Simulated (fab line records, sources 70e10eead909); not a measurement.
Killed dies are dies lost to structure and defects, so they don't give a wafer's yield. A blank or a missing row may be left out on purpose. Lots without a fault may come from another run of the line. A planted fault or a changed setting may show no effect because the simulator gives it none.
fab line records | flow nand_harc
record lots=24 wafers=72 last_day=24
route steps=1159 shown P_ZERO_WELL@31 P_M1@300 P_M2@339 A_CHANNEL_HOLE_D1@479 A_STAIRCASE@533
lots that met no fault: from a run of the same line without faults
start_h: hours from the record's first day to the start of the lot's first wafer shown | wait_h: hours since the lot's step before | " the same as in the row above | L1.1+2: a row that stands for several wafers | - no value, or no start given | * or withheld: withheld | < > ~ a bound
route shown NAME@n: a module of which the file shows steps, and the number in the route of the first | usual: mean/standard deviation of fault-free wafers | same: alike in all rows | chamber/n: place in a boat | sites: the reading at each site | _std_site: their standard deviation | _edge_site: outer sites' mean less inner sites' | radius_mm: how far each site lies from the wafer's centre | mask NAME#n: copy n | behind: the tool/chamber that last shaped the wafer | hold: why the lot was held/for how many hours/how that ended | device: the transistor (n, p or np) that didn't switch | end of line: the same wafers' tests at the end of the route | a step without rows: its recipe alone | killed: dies lost to structure and defects at the first sort, not the wafer's yield | map: a wafer's dies, x killed, . not, _ none there
set.NAME: the setting as run; set.NAME@STEP: as run at that earlier step | model.NAME: the simulator's own value behind a step, which no gauge read
steps of the route over a sample of lots; a table a step, a row a wafer
services: from which hour (start_h, from the record's first day; less than 0 if before it) a tool's chamber was out of use, for how many hours, and why
## steps
# step NHARC_P_ZERO_WELL_DESCUM_26
# recipe time_s=3 o2_flow_sccm=200 ar_flow_sccm=0 bias_power_w=0 chemistry=O2
# usual drypump_motor_current_A=5.8/0.32 oes_product_au=1.001/0.0095 rf_vpp_V=57.9/0.84 showerhead_plenum_p_Torr=1.95/0.056 throttle_valve_pct=11.312/0.01
# same time_s=3
# columns lot.wafer tool chamber start_h wait_h drypump_motor_current_A oes_product_au rf_hours_counter_h rf_vpp_V showerhead_plenum_p_Torr throttle_valve_pct
L074.4 rie_diel-06 0 14.69 - 6.2 1.000 9 58.3 1.90 11.298
L074.1 " 1 " " 5.9 0.999 7 57.5 1.92 11.327
L074.5 " 1 " " 5.9 1.004 - 58.3 1.92 11.306
L075.2 rie_diel-07 3 20.80 - 5.4 0.999 4 57.5 1.97 11.303
L075.4 " 0 " " 6.4 1.011 - 58.0 1.92 11.309
L075.6 " 1 " " 5.4 0.974 - 59.1 2.02 11.313
L076.4 rie_diel-02 3 26.80 - 5.9 1.018 3 56.9 1.84 11.326
L076.3 " 1 " " 6.0 1.005 3 56.9 1.88 11.326
L076.5 " 0 " " 5.8 1.014 - 57.5 1.98 11.311
L077.4 rie_diel-07 0 32.66 - 6.4 1.015 10 57.8 1.92 11.324
L077.6 " 2 " " 5.8 0.983 - 57.1 1.99 11.315
L077.5 " 3 " " 5.4 1.007 - 59.1 1.97 11.308
L078.2 rie_diel-06 1 38.77 - 5.9 0.988 9 58.5 1.92 11.314
L078.1 " 2 " " 5.8 1.017 11 56.7 1.93 11.312
L078.6 " 3 " " 5.9 0.998 - 57.3 1.87 11.300
L079.2 rie_diel-06 1 44.78 - 5.9 0.994 10 57.4 1.92 11.312
L079.4 " 3 " " 5.9 0.985 12 58.2 1.87 11.334
L079.6 " 1 " " 5.9 1.000 - 57.5 1.92 11.298
L080.2 rie_diel-07 0 50.76 - 6.4 1.015 11 57.9 1.92 11.311
L080.1 " 1 " " 5.4 1.001 10 56.7 2.02 11.311
L080.6 " 1 " " 5.4 1.001 - 58.8 2.02 11.300
L081.2 rie_diel-02 3 56.65 - 5.9 1.012 6 59.4 1.84 11.313
L081.3 " 1 " " 6.1 1.001 6 57.2 1.88 11.317
L081.5 " 2 " " 6.0 0.995 - 58.8 2.02 11.282
L082.3 rie_diel-02 2 62.95 - 6.0 1.004 7 58.9 2.02 11.320
L082.1 " 0 " " 5.8 1.007 6 57.0 1.98 11.311
L082.6 " 2 " " 6.0 1.002 - 59.9 2.02 11.297
L083.1 rie_diel-07 1 68.84 - 5.4 0.991 1 58.3 2.02 11.312
L083.3 " 2 " " 5.8 0.988 1 58.3 1.99 11.313
L083.5 " 1 " " 5.4 0.997 - 58.7 2.02 11.317
L084.1 rie_diel-07 2 74.79 - 5.7 0.994 1 56.9 1.99 11.290
L084.2 " 3 " " 5.4 1.004 1 57.5 1.97 11.315
L084.4 " 2 " " 5.8 0.999 - 58.7 1.99 11.311
L085.3 rie_diel-07 1 80.63 - 5.4 0.997 1 58.7 2.02 11.311
L085.1 " 2 " " 5.7 0.982 1 57.5 1.99 11.318
L085.5 " 1 " " 5.4 1.002 - 58.2 2.02 11.310
L086.2 rie_diel-07 1 86.77 - 5.4 0.998 2 57.0 2.02 11.312
L086.4 " 3 " " 5.4 0.995 1 58.6 1.97 11.336
L086.5 " 1 " " 5.4 0.994 - 57.0 2.02 11.327
L087.5 rie_diel-06 2 92.83 - 5.9 1.010 - 58.6 1.93 11.301
L087.6 " 3 " " 5.9 1.001 - 57.3 1.87 11.307
L087.4 " 1 " " 5.9 1.006 - 58.1 1.92 11.298
L088.4 rie_diel-02 3 98.71 - 5.9 1.021 8 58.0 1.84 11.341
L088.3 " 0 " " 5.8 0.996 7 57.2 1.98 11.308
L088.6 " 2 " " 6.0 0.988 - 57.2 2.02 11.312
L089.1 rie_diel-07 1 104.54 - 5.4 0.990 2 59.0 2.02 11.322
L089.5 " 2 " " 5.8 1.000 - 58.6 1.99 11.301
L089.6 " 0 " " 6.4 0.999 - 56.7 1.92 11.320
L090.3 rie_diel-07 2 110.65 - 5.8 0.995 3 59.0 1.99 11.308
L090.1 " 3 " " 5.4 1.001 3 57.6 1.97 11.319
L090.2 " 0 " " 6.4 1.017 3 58.0 1.92 11.306
L091.3 rie_diel-07 2 116.68 - 5.8 0.989 3 57.4 1.99 11.317
L091.6 " 3 " " 5.4 0.994 - 56.4 1.97 11.305
L091.5 " 0 " " 6.4 1.006 - 57.5 1.92 11.317
L092.3 rie_diel-06 0 122.76 - 6.2 1.006 4 56.5 1.89 11.303
L092.4 " 1 " " 5.9 1.009 5 58.6 1.92 11.316
L092.1 " 3 " " 5.9 1.010 5 57.3 1.86 11.327
L093.4 rie_diel-06 0 128.74 - 6.2 1.000 4 56.1 1.90 11.304
L093.2 " 2 " " 5.9 1.005 6 57.6 1.93 11.305
L093.6 " 0 " " 6.2 0.997 - 59.2 1.89 11.299
L094.1 rie_diel-07 0 134.52 - 6.4 1.014 4 58.3 1.92 11.314
L094.2 " 1 " " 5.4 0.998 4 57.8 2.02 11.322
L094.5 " 2 " " 5.8 0.993 - 57.8 1.99 11.323
L095.4 rie_diel-07 1 140.75 - 5.4 1.003 4 58.2 2.02 11.324
L095.2 " 2 " " 5.8 0.993 4 57.6 1.99 11.315
L095.6 " 1 " " 5.4 1.000 - 57.6 2.02 11.305
L096.1 rie_diel-02 2 146.65 - 6.0 1.014 12 57.5 2.02 11.313
L096.3 " 0 " " 5.8 1.014 11 57.3 1.98 11.314
L096.5 " 2 " " 6.0 1.008 - 59.4 2.02 11.319
L097.3 rie_diel-06 1 152.73 - 5.9 1.007 7 57.6 1.92 11.302
L097.2 " 3 " " 5.9 1.006 7 59.5 1.86 11.309
L097.1 " 0 " " 6.2 1.013 6 57.3 1.89 11.313
# step NHARC_P_M1_ETCH_15
# recipe target_depth_a=1825 time_s=91.2 c4f8_flow_sccm=withheld ar_flow_sccm=400 rf_w=600 bias_w=300 chemistry=C4F8/Ar
# usual oes_product_au=0.958/0.02 rf_fwd_power_W=596.5/2.5 rf_vpp_V=440.7/2.3
# same time_s=91.2
# columns lot.wafer tool chamber start_h wait_h oes_product_au rf_fwd_power_W rf_hours_counter_h rf_vpp_V
L074.4 rie_diel-10 2 - - 0.965 597.2 7 439.7
L074.1 " 3 " " 0.967 595.3 8 439.3
L074.5 " 2 " " 0.981 597.8 - 440.0
L077.4 rie_diel-02 1 - - 0.958 602.2 10 441.8
L077.5 " 1 " " 0.959 599.3 - 440.6
L077.6 " 2 " " 0.961 593.2 - 444.1
L076.4 rie_diel-10 3 - - 0.968 594.5 10 437.6
L076.3 " 0 " " 0.966 593.3 9 442.1
L076.5 " 2 " " 0.971 598.6 - 439.7
L078.2 rie_diel-02 2 - - 0.931 593.5 12 443.6
L078.1 " 0 " " 0.924 599.1 10 443.4
L078.6 " 2 " " 0.928 592.6 - 443.0
L075.4 rie_diel-04 0 - - 0.938 598.6 0 439.1
L075.2 " 1 " " 0.956 596.6 0 444.3
L075.6 " 1 " " 0.958 601.0 - 442.8
L079.2 rie_diel-10 1 - - 0.921 593.1 10 437.6
L079.4 " 3 " " 0.929 595.6 11 440.5
L079.6 " 1 " " 0.933 594.4 - 438.7
L080.1 rie_diel-10 1 - - 0.948 596.1 10 437.5
L080.2 " 2 " " 0.960 600.2 10 441.0
L080.6 " 0 " " 0.948 593.1 - 441.5
L081.2 rie_diel-04 2 - - 0.965 595.8 1 438.0
L081.3 " 3 " " 0.963 595.9 1 441.7
L081.5 " 0 " " 0.967 596.2 - 440.2
L082.1 rie_diel-10 3 - - 0.927 595.6 11 438.6
L082.3 " 0 " " 0.918 593.6 11 443.3
L082.6 " 3 " " 0.920 595.5 - 439.6
L083.1 rie_diel-02 2 - - 0.960 597.1 1 443.9
L083.3 " 0 " " 0.964 593.8 1 442.3
L083.5 " 0 " " 0.961 594.4 - 442.2
L087.4 rie_diel-10 1 - - 0.956 600.8 1 438.0
L087.5 " 3 " " 0.939 594.7 - 439.6
L087.6 " 0 " " 0.956 595.9 - 443.4
L086.2 rie_diel-04 3 - - 0.933 593.6 1 440.0
L086.4 " 0 " " 0.932 599.4 2 440.4
L086.5 " 2 " " 0.936 598.0 - 438.0
L084.2 rie_diel-02 2 - - 0.981 595.7 2 444.4
L084.4 " 3 " " 0.952 594.9 2 438.4
L084.1 " 0 " " 0.964 598.7 2 441.2
L085.3 rie_diel-10 1 - - 0.960 595.8 1 439.8
L085.1 " 3 " " 0.974 592.8 2 440.7
L085.5 " 1 " " 0.957 596.8 - 439.1
L088.4 rie_diel-04 2 - - 0.953 597.3 2 436.7
L088.3 " 0 " " 0.950 594.2 2 441.1
L088.6 " 2 " " 0.944 596.9 - 437.6
L089.1 rie_diel-04 3 - - 0.964 588.9 2 441.2
L089.6 " 2 " " 0.965 594.4 - 437.4
L089.5 " 3 " " 0.968 592.6 - 440.5
L090.3 rie_diel-10 0 - - 0.950 592.3 3 442.8
L090.1 " 1 " " 0.943 602.8 2 435.8
L090.2 " 2 " " 0.974 602.0 3 440.5
L091.3 rie_diel-04 2 - - 0.910 595.8 2 437.7
L091.6 " 1 " " 0.922 595.0 - 443.0
L091.5 " 2 " " 0.923 596.2 - 437.5
L093.4 rie_diel-02 3 - - 0.973 596.0 4 438.1
L093.2 " 2 " " 0.982 597.1 5 445.5
L093.6 " 3 " " 0.977 598.9 - 438.3
L092.3 rie_diel-04 0 - - 0.973 598.1 2 440.7
L092.1 " 1 " " 0.986 599.8 2 442.9
L092.4 " 3 " " 0.954 593.5 2 438.9
L094.2 rie_diel-04 2 - - 0.954 601.2 3 437.1
L094.1 " 0 " " 0.974 599.3 3 442.1
L094.5 " 2 " " 0.958 598.0 - 438.7
L096.1 rie_diel-02 1 - - 0.973 597.8 5 439.0
L096.3 " 2 " " 0.968 596.3 6 444.6
L096.5 " 2 " " 0.964 593.4 - 443.5
L095.4 rie_diel-02 2 - - 0.976 593.8 6 444.4
L095.2 " 3 " " 0.984 594.5 6 437.1
L095.6 " 1 " " 0.979 598.7 - 440.2
L097.1 rie_diel-10 0 - - 0.953 598.5 7 443.9
L097.2 " 2 " " 0.980 597.3 7 439.4
L097.3 " 3 " " 0.953 595.9 6 439.7
# step NHARC_P_M2_PRE_CLEAN_30
# recipe time_s=30 temp_c=280 gas=H2/He
# usual heater_power_w=432/58
# same time_s=30
# columns lot.wafer tool chamber start_h wait_h heater_power_w
L074.1 pvd_sputter-03 - - - 375
L074.4 " - " " 443
L074.5 " - " " 378
L077.4 pvd_sputter-02 - - - 354
L077.5 " - " " 362
L077.6 " - " " 575
L076.3 pvd_sputter-03 - - - 379
L076.4 " - " " 418
L076.5 " - " " 451
L078.2 pvd_sputter-01 - - - 497
L078.1 " - " " 431
L078.6 " - " " 415
L075.2 pvd_sputter-03 - - - 376
L075.4 " - " " 418
L075.6 " - " " 419
L079.4 pvd_sputter-03 - - - 483
L079.2 " - " " 464
L079.6 " - " " 478
L080.1 pvd_sputter-02 - - - 361
L080.2 " - " " 586
L080.6 " - " " 399
L081.2 pvd_sputter-02 - - - 386
L081.3 " - " " 603
L081.5 " - " " 366
L082.1 pvd_sputter-02 - - - 364
L082.3 " - " " 602
L082.6 " - " " 368
L083.1 pvd_sputter-03 - - - 487
L083.3 " - " " 462
L083.5 " - " " 375
L087.4 pvd_sputter-03 - - - 500
L087.5 " - " " 382
L087.6 " - " " 422
L086.2 pvd_sputter-02 - - - 360
L086.4 " - " " 592
L086.5 " - " " 397
L084.1 pvd_sputter-01 - - - 436
L084.2 " - " " 425
L084.4 " - " " 407
L085.3 pvd_sputter-01 - - - 478
L085.1 " - " " 427
L085.5 " - " " 479
L088.4 pvd_sputter-01 - - - 411
L088.3 " - " " 482
L088.6 " - " " 412
L089.1 pvd_sputter-01 - - - 430
L089.6 " - " " 416
L089.5 " - " " 391
L090.1 pvd_sputter-03 - - - 369
L090.3 " - " " 419
L090.2 " - " " 494
L091.3 pvd_sputter-01 - - - 416
L091.6 " - " " 434
L091.5 " - " " 492
L093.2 pvd_sputter-01 - - - 433
L093.4 " - " " 497
L093.6 " - " " 420
L092.1 pvd_sputter-02 - - - 575
L092.3 " - " " 413
L092.4 " - " " 400
L094.1 pvd_sputter-01 - - - 416
L094.2 " - " " 397
L094.5 " - " " 499
L096.1 pvd_sputter-01 - - - 403
L096.3 " - " " 424
L096.5 " - " " 408
L095.2 pvd_sputter-02 - - - 393
L095.4 " - " " 567
L095.6 " - " " 417
L097.1 pvd_sputter-02 - - - 345
L097.3 " - " " 425
L097.2 " - " " 392
# step NHARC_A_CHANNEL_HOLE_D1_ETCH_33
# recipe bias_v=400 source_w=2000 pressure_mtorr=25 time_s=90 ar_flow_sccm=375 c4f8_flow_sccm=41.7 o2_flow_sccm=83.3 temp_c=-20 target_depth_a=4000 chemistry=C4F8/O2/Ar
# usual bias_v=400/3.9 drypump_motor_current_A=5.7/0.51 rf_fwd_power_W=1986/7.5 showerhead_plenum_p_Torr=3.70/0.1 throttle_valve_pct=27.619/0.0097
# same time_s=90
# columns lot.wafer tool chamber start_h wait_h bias_v drypump_motor_current_A rf_fwd_power_W rf_hours_counter_h showerhead_plenum_p_Torr throttle_valve_pct
L074.1 har_etch-01 1 174.03 0.2 402 5.2 2000 181 3.65 27.610
L074.4 " 1 " " 405 5.2 1986 - 3.64 27.616
L074.5 " 0 " " 400 6.1 1987 - 3.79 27.620
L076.4 har_etch-01 1 198.98 0.2 398 5.2 2000 - 3.64 27.639
L076.3 " 0 " " 400 6.2 1995 - 3.79 27.619
L076.5 " 1 " " 399 5.2 1996 - 3.64 27.626
L075.2 har_etch-02 1 199.05 0.2 391 5.2 1975 117 3.60 27.614
L075.4 " 1 " " 397 5.2 1981 - 3.60 27.617
L075.6 " 0 " " 398 6.3 1992 - 3.85 27.619
L077.4 har_etch-01 0 203.15 0.2 395 6.2 1986 - 3.79 27.613
L077.6 " 1 " " 400 5.2 1988 - 3.64 27.618
L077.5 " 0 " " 394 6.2 1972 - 3.79 27.613
L078.2 har_etch-02 1 203.20 0.2 409 5.1 1982 121 3.59 27.636
L078.1 " 0 " " 403 6.3 1992 121 3.85 27.621
L078.6 " 0 " " 405 6.3 1985 - 3.85 27.618
L081.2 har_etch-01 0 214.87 0.2 393 6.2 1988 196 3.78 27.619
L081.3 " 1 " " 402 5.3 1982 - 3.64 27.619
L081.5 " 1 " " 399 5.2 1984 - 3.64 27.617
L080.1 har_etch-02 0 215.53 0.2 398 6.3 2002 128 3.84 27.620
L080.2 " 1 " " 401 5.2 1982 128 3.59 27.615
L080.6 " 1 " " 394 5.2 1970 - 3.59 27.611
L079.2 har_etch-02 1 219.68 0.2 395 5.2 1971 132 3.59 27.624
L079.4 " 1 " " 403 5.2 1984 - 3.59 27.611
L079.6 " 0 " " 407 6.3 1994 - 3.84 27.607
L082.1 har_etch-01 1 222.41 0.2 402 5.2 1996 203 3.63 27.608
L082.3 " 1 " " 402 5.2 1994 - 3.63 27.623
L082.6 " 1 " " 402 5.2 1988 - 3.63 27.614
L083.1 har_etch-02 0 235.34 0.2 396 6.3 2002 137 3.84 27.623
L083.3 " 0 " " 399 6.3 1986 - 3.84 27.622
L083.5 " 0 " " 399 6.3 1985 - 3.84 27.620
L084.2 har_etch-02 1 253.28 0.2 399 5.2 1984 144 3.58 27.617
L084.1 " 0 " " 399 6.3 1990 144 3.83 27.615
L084.4 " 0 " " 395 6.3 1984 - 3.83 27.625
L086.2 har_etch-01 1 253.50 0.2 394 5.3 1982 213 3.63 27.623
L086.4 " 0 " " 396 6.2 1984 - 3.77 27.615
L086.5 " 0 " " 401 6.2 1989 - 3.77 27.618
L087.4 har_etch-02 1 257.57 0.2 402 5.2 1985 - 3.58 27.616
L087.6 " 0 " " 397 6.3 1981 - 3.83 27.636
L087.5 " 1 " " 393 5.2 1976 - 3.58 27.610
L085.1 har_etch-01 0 266.66 0.2 400 6.2 1977 220 3.77 27.622
L085.3 " 1 " " 398 5.3 1988 - 3.62 27.629
L085.5 " 0 " " 403 6.1 1984 - 3.77 27.629
L089.1 har_etch-02 1 267.66 0.2 399 5.2 1985 152 3.58 27.618
L089.6 " 1 " " 405 5.2 1979 - 3.58 27.620
L089.5 " 0 " " 402 6.3 1989 - 3.83 27.616
L088.3 har_etch-01 0 270.88 0.2 402 6.2 1999 - 3.77 27.631
L088.4 " 1 " " 395 5.2 1981 - 3.62 27.636
L088.6 " 1 " " 399 5.2 1978 - 3.62 27.624
L091.3 har_etch-01 1 275.07 0.2 399 5.2 1990 - 3.62 27.621
L091.5 " 0 " " 400 6.2 1990 - 3.76 27.629
L091.6 " 1 " " 402 5.2 1989 - 3.62 27.631
L090.2 har_etch-02 1 275.75 0.2 399 5.2 1981 159 3.57 27.626
L090.1 " 0 " " 400 6.3 1993 159 3.82 27.614
L090.3 " 1 " " 395 5.2 1974 - 3.57 27.605
L093.2 har_etch-01 0 285.70 0.2 407 6.2 1994 231 3.76 27.612
L093.4 " 1 " " 404 5.2 1987 - 3.62 27.600
L093.6 " 0 " " 400 6.2 1991 - 3.76 27.622
L092.1 har_etch-02 0 285.78 0.2 405 6.3 1996 163 3.82 27.628
L092.3 " 1 " " 399 5.2 1976 - 3.57 27.627
L092.4 " 0 " " 401 6.3 2001 - 3.82 27.622
L094.2 har_etch-01 0 293.52 0.2 395 6.2 1980 237 3.76 27.631
L094.1 " 1 " " 401 5.2 1998 237 3.61 27.620
L094.5 " 0 " " 390 6.2 1980 - 3.76 27.626
L095.2 har_etch-01 1 308.26 0.2 400 5.2 1985 244 3.61 27.610
L095.4 " 0 " " 393 6.2 1991 - 3.76 27.611
L095.6 " 0 " " 395 6.2 1980 - 3.76 27.612
L096.1 har_etch-02 0 308.62 0.2 393 6.3 1988 169 3.82 27.619
L096.3 " 0 " " 401 6.3 1993 - 3.82 27.622
L096.5 " 1 " " 392 5.2 1976 - 3.57 27.611
L097.2 har_etch-01 0 329.42 0.2 402 6.2 1989 4 3.75 27.613
L097.1 " 1 " " 407 5.3 1981 4 3.61 27.625
L097.3 " 1 " " 403 5.3 1989 - 3.61 27.623
# step NHARC_A_STAIRCASE_STRIP_171
# recipe power_w=1500 temp_c=250 chemistry=O2
# usual drypump_motor_current_A=5.91/0.25 heater_power_w=297/11 rf_refl_power_W=22/5.4
# columns lot.wafer tool chamber start_h wait_h drypump_motor_current_A heater_power_w rf_hours_counter_h rf_refl_power_W
L074.1 plasma_asher-02 1 234.18 - 6.24 277 13 -
L074.4 " 1 " " 6.25 278 - -
L074.5 " 0 " " 5.88 304 - -
L075.2 plasma_asher-01 1 252.21 - 5.54 294 51 28
L075.4 " 0 " " 5.94 308 - 17
L075.6 " 0 " " 5.97 305 - 17
L077.4 plasma_asher-01 1 255.03 - 5.54 294 - -
L077.6 " 0 " " 5.95 300 - -
L077.5 " 1 " " 5.53 296 - -
L076.4 plasma_asher-01 0 255.26 - 5.95 310 - 17
L076.3 " 1 " " 5.53 297 - 29
L076.5 " 0 " " 5.97 309 - 17
L078.2 plasma_asher-02 1 255.77 - 6.24 284 19 17
L078.1 " 0 " " 5.84 291 19 27
L078.6 " 1 " " 6.25 278 - 17
L081.2 plasma_asher-01 1 265.81 - 5.55 289 57 29
L081.3 " 0 " " 5.97 311 - 17
L081.5 " 0 " " 5.99 310 - 17
L080.2 plasma_asher-02 0 265.97 - 5.90 298 24 26
L080.1 " 1 " " 6.25 277 24 17
L080.6 " 0 " " 5.87 301 - 28
L079.2 plasma_asher-01 1 271.53 - 5.53 290 58 -
L079.4 " 0 " " 5.97 309 - -
L079.6 " 1 " " 5.54 301 - -
L082.1 plasma_asher-01 1 271.77 - 5.55 298 59 28
L082.3 " 1 " " 5.53 298 - 28
L082.6 " 1 " " 5.55 301 - 28
L083.1 plasma_asher-02 1 288.64 - 6.25 283 34 -
L083.3 " 1 " " 6.24 278 - -
L083.5 " 1 " " 6.23 280 - -
L086.2 plasma_asher-02 0 305.48 - 5.88 296 39 25
L086.4 " 0 " " 5.88 298 - 24
L086.5 " 0 " " 5.87 293 - 28
L084.2 plasma_asher-01 1 305.61 - 5.55 312 5 28
L084.1 " 0 " " 5.98 305 5 17
L084.4 " 1 " " 5.54 301 - 29
L087.4 plasma_asher-01 1 309.93 - 5.53 299 - -
L087.5 " 0 " " 5.96 315 - -
L087.6 " 1 " " 5.53 310 - -
L089.1 plasma_asher-02 0 317.69 - 5.89 298 42 26
L089.6 " 1 " " 6.24 272 - 17
L089.5 " 0 " " 5.87 302 - 28
L085.1 plasma_asher-01 0 318.18 - 5.99 308 8 17
L085.3 " 1 " " 5.54 306 - 28
L085.5 " 1 " " 5.54 306 - 28
L091.3 plasma_asher-02 0 325.37 - 5.87 300 - -
L091.6 " 1 " " 6.24 280 - -
L091.5 " 0 " " 5.89 293 - -
L088.3 plasma_asher-02 1 325.60 - 6.25 283 - 17
L088.4 " 0 " " 5.87 300 - 28
L088.6 " 0 " " 5.83 303 - 28
L090.1 plasma_asher-01 0 325.79 - 5.97 308 12 18
L090.2 " 1 " " 5.53 302 12 30
L090.3 " 1 " " 5.54 308 - 29
L092.1 plasma_asher-01 1 337.40 - 5.53 310 17 28
L092.3 " 0 " " 5.97 309 - 17
L092.4 " 1 " " 5.53 309 - 29
L093.2 plasma_asher-02 0 337.60 - 5.88 301 51 27
L093.4 " 0 " " 5.88 303 - 27
L093.6 " 1 " " 6.25 275 - 17
L094.1 plasma_asher-02 0 344.57 - 5.87 296 53 27
L094.2 " 1 " " 6.22 282 53 17
L094.5 " 1 " " 6.23 281 - 16
L096.1 plasma_asher-02 1 359.40 - 6.22 276 58 17
L096.3 " 0 " " 5.88 298 - 27
L096.5 " 1 " " 6.23 284 - 17
L095.2 plasma_asher-01 0 362.07 - 5.98 311 24 17
L095.4 " 0 " " 5.95 304 - 17
L095.6 " 0 " " 5.98 307 - 18
L097.1 plasma_asher-02 1 379.64 - 6.24 297 4 18
L097.2 " 0 " " 5.87 318 4 25
L097.3 " 0 " " 5.86 318 - 26
# step NHARC_A_STAIRCASE_TRIM_14
# recipe time_s=211.2 o2_flow_sccm=500 ar_flow_sccm=0 bias_w=0 chemistry=O2
# usual drypump_motor_current_A=5.9/0.44 oes_product_au=0.998/0.011 rf_vpp_V=57.8/0.86 showerhead_plenum_p_Torr=3.53/0.13 throttle_valve_pct=17.036/0.0094
# same time_s=211.2
# columns lot.wafer tool chamber start_h wait_h drypump_motor_current_A oes_product_au rf_hours_counter_h rf_vpp_V showerhead_plenum_p_Torr throttle_valve_pct
L074.1 rie_diel-13 2 - - 6.3 1.002 47 57.0 3.39 17.048
L074.5 " 3 " " 5.4 1.020 - 56.8 3.51 17.039
L074.4 " 0 " " 5.9 0.995 - 58.2 3.61 17.030
L075.2 rie_diel-08 0 - - 5.7 1.005 48 56.4 3.50 17.043
L075.4 " 1 " " 6.5 0.995 46 57.1 3.37 17.038
L075.6 " 2 " " 6.3 0.996 - 58.9 3.49 17.050
L077.4 rie_diel-08 3 - - 6.3 1.001 48 56.3 3.47 17.034
L077.5 " 3 " " 6.3 1.007 - 57.5 3.47 17.016
L077.6 " 0 " " 5.7 0.994 - 58.9 3.50 17.029
L076.4 rie_diel-13 2 - - 6.4 1.012 53 57.6 3.39 17.014
L076.3 " 0 " " 5.9 1.001 49 57.2 3.61 17.050
L076.5 " 3 " " 5.4 1.016 - 58.7 3.51 17.045
L078.2 rie_diel-13 3 - - 5.4 1.017 51 57.4 3.51 17.043
L078.1 " 0 " " 5.9 0.998 50 58.1 3.61 17.048
L078.6 " 2 " " 6.4 1.000 - 57.7 3.39 17.045
L081.3 rie_diel-13 1 - - 5.7 0.984 55 58.8 3.78 17.037
L081.2 " 2 " " 6.3 1.003 59 58.6 3.38 17.037
L081.5 " 1 " " 5.7 0.992 - 59.0 3.78 17.046
L080.2 rie_diel-13 3 - - 5.4 1.007 57 58.3 3.51 17.042
L080.1 " 2 " " 6.4 1.005 59 56.8 3.38 17.027
L080.6 " 3 " " 5.4 1.007 - 55.5 3.51 17.030
L079.4 rie_diel-13 2 - - 6.3 1.005 62 57.9 3.38 17.025
L079.2 " 0 " " 5.9 0.998 53 59.0 3.61 17.042
L079.6 " 1 " " 5.7 0.983 - 58.7 3.77 17.040
L082.1 rie_diel-13 1 - - 5.7 0.981 59 57.5 3.77 17.030
L082.3 " 3 " " 5.4 1.021 59 59.0 3.51 17.052
L082.6 " 1 " " 5.7 0.988 - 58.2 3.77 17.043
L083.1 rie_diel-13 0 - - 5.9 0.999 1 55.5 3.61 17.046
L083.3 " 3 " " 5.4 1.008 1 57.9 3.50 17.026
L083.5 " 1 " " 5.7 0.992 - 58.1 3.77 17.041
L086.2 rie_diel-09 0 - - 5.8 0.977 18 56.2 3.31 17.043
L086.4 " 3 " " 5.3 0.990 15 58.3 3.61 17.051
L086.5 " 0 " " 5.8 0.967 - 57.8 3.31 17.029
L084.4 rie_diel-09 2 - - 5.4 1.000 18 57.9 3.65 17.039
L084.2 " 3 " " 5.3 0.986 16 58.0 3.61 17.028
L084.1 " 0 " " 5.8 0.971 18 57.5 3.31 17.010
L087.4 rie_diel-13 3 - - 5.4 1.012 8 57.1 3.50 17.030
L087.5 " 3 " " 5.4 1.015 - 58.5 3.50 17.039
L087.6 " 0 " " 5.9 0.998 - 56.9 3.60 17.036
L089.1 rie_diel-08 3 - - 6.3 1.000 3 58.1 3.46 17.036
L089.5 " 2 " " 6.2 0.993 - 57.4 3.48 17.050
L089.6 " 3 " " 6.3 0.990 - 57.9 3.46 17.029
L085.3 rie_diel-13 3 - - 5.4 1.003 11 58.1 3.50 17.021
L085.1 " 0 " " 5.9 1.001 11 58.4 3.60 17.018
L085.5 " 2 " " 6.3 0.997 - 56.4 3.38 17.044
L091.3 rie_diel-08 0 - - 5.7 0.992 6 58.7 3.48 17.037
L091.5 " 3 " " 6.4 1.002 - 56.8 3.45 17.035
L091.6 " 0 " " 5.7 0.981 - 58.3 3.48 17.047
L088.3 rie_diel-08 3 - - 6.3 0.994 7 58.7 3.45 17.033
L088.4 " 0 " " 5.7 0.985 6 59.8 3.48 17.019
L088.6 " 3 " " 6.3 0.986 - 57.8 3.45 17.044
L090.2 rie_diel-09 1 - - 6.8 0.986 26 56.6 3.50 17.021
L090.3 " 2 " " 5.4 1.011 26 58.2 3.65 17.028
L090.1 " 0 " " 5.7 0.977 26 58.7 3.31 17.036
L092.1 rie_diel-09 3 - - 5.3 1.017 31 58.3 3.60 17.028
L092.4 " 1 " " 6.8 0.987 33 57.5 3.50 17.045
L092.3 " 2 " " 5.4 1.007 34 57.9 3.64 17.031
L093.2 rie_diel-08 3 - - 6.4 0.996 13 56.6 3.45 17.031
L093.4 " 2 " " 6.3 0.986 13 57.8 3.47 17.037
L093.6 " 3 " " 6.3 0.987 - 57.1 3.45 17.030
L094.2 rie_diel-13 3 - - 5.4 1.004 24 57.1 3.49 17.036
L094.1 " 1 " " 5.7 1.001 24 58.1 3.76 17.036
L094.5 " 3 " " 5.4 1.013 - 57.5 3.49 17.027
L096.3 rie_diel-13 0 - - 5.9 1.011 29 58.8 3.59 17.051
L096.1 " 1 " " 5.7 1.010 28 59.8 3.76 17.028
L096.5 " 0 " " 5.9 1.009 - 57.7 3.59 17.041
L095.2 rie_diel-09 0 - - 5.8 0.990 40 57.5 3.30 17.032
L095.4 " 1 " " 6.8 0.993 40 58.2 3.49 17.035
L095.6 " 2 " " 5.4 1.012 - 58.1 3.64 17.047
L097.1 rie_diel-09 2 - - 5.4 1.010 47 58.5 3.64 17.031
L097.3 " 3 " " 5.3 1.004 46 59.0 3.59 17.041
L097.2 " 1 " " 6.8 0.991 45 57.6 3.49 17.032
## services
# columns tool chamber start_h hours kind
rie_diel-02 3 -6.58 5.2 repair
rie_diel-07 2 -0.70 26.7 repair
plasma_asher-02 - 6.22 9.0 pm
rie_diel-02 0 17.96 6.9 repair
rie_diel-13 3 37.33 3.8 repair
rie_diel-02 3 43.72 3.7 repair
rie_diel-07 - 51.20 9.0 pm
rie_diel-07 0 68.44 7.0 repair
rie_diel-13 - 75.81 0.4 repair
rie_diel-13 - 79.63 0.4 repair
rie_diel-07 3 95.64 9.9 repair
plasma_asher-01 - 99.00 9.0 pm
rie_diel-13 - 99.00 9.0 pm
rie_diel-02 - 150.70 9.0 pm
rie_diel-13 - 154.72 0.8 repair
rie_diel-02 3 175.22 6.3 repair
har_etch-01 - 175.79 13.5 repair
plasma_asher-02 - 178.54 2.7 repair
plasma_asher-02 - 183.41 9.0 pm
plasma_asher-02 - 196.90 2.1 repair
rie_diel-13 0 199.13 4.1 repair
rie_diel-07 0 220.31 14.3 repair
har_etch-01 - 308.44 17.0 pm
har_etch-01 - 342.14 3.5 repair
## key
fault none
